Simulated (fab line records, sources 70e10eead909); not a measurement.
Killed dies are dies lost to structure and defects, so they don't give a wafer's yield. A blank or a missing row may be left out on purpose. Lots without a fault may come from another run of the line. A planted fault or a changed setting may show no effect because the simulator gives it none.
Chamber matching | flow nand_harc | NHARC_P_M0_DEP_32 on pecvd-03: 3 sister chambers
The step deposits SiCN, target thk 30 nm. 3 wafers are shown with their chamber, then 7 later ones without.

WAFERS WITH THEIR CHAMBER
wafer  | chamber | heater_power_w (W)
L394.3 | 1       | 586
L396.2 | 0       | 569
L396.5 | 2       | 576

WAFERS WITHOUT THEIR CHAMBER
wafer  | heater_power_w (W)
L396.6 | 626
L398.1 | 565
L398.3 | 514
L398.6 | 583
L408.4 | 605
L408.5 | 595
L408.6 | 553

WHICH CHAMBER EACH WENT THROUGH
wafer  | from the rows above          | in truth
L396.6 | can't be placed: 1 or 2 or 0 | 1
L398.1 | can't be placed: 0 or 2 or 1 | 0
L398.3 | can't be placed: 0 or 2 or 1 | 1
L398.6 | can't be placed: 1 or 2 or 0 | 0
L408.4 | can't be placed: 1 or 2 or 0 | 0
L408.5 | can't be placed: 1 or 2 or 0 | 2
L408.6 | can't be placed: 0 or 2 or 1 | 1
Placed correctly: 0 of 7. Can't be placed from these rows: 7 (the true chamber is among the candidates in 7). Placed wrongly: 0.
How it was worked out, from the rows above alone: a wafer's distance from a chamber is the root of the sum, over the readings, of the square of ((its reading less the chamber's mean) divided by the reading's scatter). The wafer belongs to the nearest chamber; if the next one is less than 2 further off, it can't be placed. A chamber's mean is the mean of its shown wafers. The scatter: with one shown wafer a chamber, the root of the mean of the squares of how far each hidden wafer lies from its nearest shown one.
